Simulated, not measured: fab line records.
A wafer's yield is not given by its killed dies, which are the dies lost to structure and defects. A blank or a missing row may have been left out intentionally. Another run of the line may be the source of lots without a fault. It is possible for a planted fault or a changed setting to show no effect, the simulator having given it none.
Split-lot trial | flow n5 finfet | 7 lots, 21 wafers read, on a route of 1938 steps

## ABOUT THE SPLIT
At N5_BEOL_M2_PECVD_72 (deposits SiO2 from TEOS/O2, target thk 16 nm, time 18 s), the setting time s was moved away from the recipe's 18 s on 4 of the 21 wafers read, by -7.6% to +4.9%. This setting was run at the recipe's value on the other wafers.

## FROM THE SPLIT TO THE READING: what the file shows between them, 4 steps
- N5_BEOL_M2_ETCHBACK_99: etches SiO2 in CHF3, target depth 5 nm, time 10.4 s (also split here: time s)
- N5_BEOL_M2_ETCH_70: etches SOC in N2/H2, target depth 80 nm, overetch 24 nm, time 130 s
- N5_BEOL_M2_STRIP_71: strips in N2/H2
- N5_BEOL_M2_STRIP_97: strips in N2/H2, time 10 s

## THE READING
SiO2_of_BEOL_M2_PECVD_72.thk nm (the simulator's own value, which no gauge read), in nm, at N5_BEOL_M2_HM_STRIP_39 (strips TiN in peroxide tin strip, target depth 25 nm, time 158 s). The file does not state a usual value for it. Average 15.8 nm, standard deviation 0.3 nm, over the 17 wafers here run with the recipe.

wafer  | tool, chamber at the split | time s as run, s | against the recipe | SiO2_of_BEOL_M2_PECVD_72.thk nm, nm | against lot-mates on the recipe
L074.1 | pecvd-03, 0                | 18               | recipe             | 15.8                                | -
L074.2 | pecvd-03, 1                | 18               | recipe             | 15.6                                | -
L074.6 | pecvd-03, 0                | 18               | recipe             | 16                                  | -
L075.1 | pecvd-01, 2                | 18               | recipe             | 15.2                                | -
L075.4 | pecvd-01, 2                | 18               | recipe             | 15.6                                | -
L075.5 | pecvd-01, 0                | 18               | recipe             | 15.6                                | -
L076.2 | pecvd-01, 0,1              | 18               | recipe             | 16                                  | -
L076.3 | pecvd-01, 0,1              | 18               | recipe             | 15.8                                | -
L076.6 | pecvd-01, 2                | 18               | recipe             | 16.2                                | -
L079.2 | pecvd-01, 1,0              | 18               | recipe             | 15.4                                | -
L079.3 | pecvd-01, 1,0              | 18               | recipe             | 15.6                                | -
L079.4 | pecvd-01, 0                | 18               | recipe             | 15.8                                | -
L080.3 | pecvd-03, 2                | 18               | recipe             | 16                                  | -
L080.5 | pecvd-03, 1                | 16.77            | -6.8%              | 15                                  | -1.0
L080.6 | pecvd-03, 2                | 16.77            | -6.8%              | 15.2                                | -0.8
L092.1 | pecvd-03, 2                | 18.89            | +4.9%              | 16.8                                | +0.6
L092.4 | pecvd-03, 0                | 18               | recipe             | 16                                  | -
L092.5 | pecvd-03, 2                | 18               | recipe             | 16.4                                | -
L096.2 | pecvd-02, 1                | 16.63            | -7.6%              | 14.8                                | -1.3
L096.4 | pecvd-02, 1                | 18               | recipe             | 16.2                                | -
L096.6 | pecvd-02, 0                | 18               | recipe             | 16                                  | -
If several chambers appear in one row, that row covers several wafers at once and the file leaves open which wafer was in which chamber.

THE FIT
A straight line over all 21 wafers: SiO2_of_BEOL_M2_PECVD_72.thk nm changes by +0.132 nm for each +1% of time s; r = +0.79; the points scatter about the line by 0.3 nm.
The same after taking each lot's own level away (the mean of its wafers on the recipe; 21 wafers): +0.142 nm for each +1%; r = +0.93; scatter 0.17 nm.
On that fit, the largest move of time s shifts the reading by 1.1 nm.
Measured against the standard deviation above, the lots' own levels, which go from 15.47 to 16.20 nm, span 2.4 times it.
So the lot-to-lot level blurs the effect unless lot-mates are compared.
Check: -0.988 nm against its lot-mates is what the line predicts for one of the wafers moved furthest among these (-7.6%) when that wafer is left out of the fit. It came out at -1.3 nm against them.

## FURTHER SPLITS ON THESE WAFERS
Before the reading, these wafers also passed through other splits. Each is held against what the fit with the lots' levels taken away leaves over:
other split on the same wafers            | wafers away from the commonest value | r with SiO2_of_BEOL_M2_PECVD_72.thk nm (lot level and that fit taken away)
N5_BEOL_M0_ETCH_138 source w              | 7                                    | +0.06
N5_BEOL_M0_TRENCH_ETCH_107 target depth a | 14                                   | +0.19
N5_BEOL_M1_ILD_DEP_00 time s              | 5                                    | -0.31
N5_BEOL_M1_HM_DEP_02 target thk a         | 5                                    | -0.33
N5_BEOL_M2_ETCHBACK_99 time s             | 4                                    | +0.07

## THE WHOLE CHAIN: every reading that the file lists as answering this split, in the file's order
step                   | what it does                                                     | reading                                                                          | change (the file's fit)               | r (the file's)
N5_BEOL_M2_PECVD_72    | deposits SiO2 from TEOS/O2, target thk 16 nm, time 18 s          | SiO2_of_BEOL_M2_PECVD_72.thk nm (the simulator's own value, which no gauge read) | +0.137 nm for each +1% of the setting | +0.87
N5_BEOL_M2_HM_STRIP_39 | strips TiN in peroxide tin strip, target depth 25 nm, time 158 s | SiO2_of_BEOL_M2_PECVD_72.thk nm (the simulator's own value, which no gauge read) | +0.147 nm for each +1% of the setting | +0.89

## THE FILE'S OWN FIT
SiO2_of_BEOL_M2_PECVD_72.thk nm changes by +0.147 nm for each +1% of time s, r = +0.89.
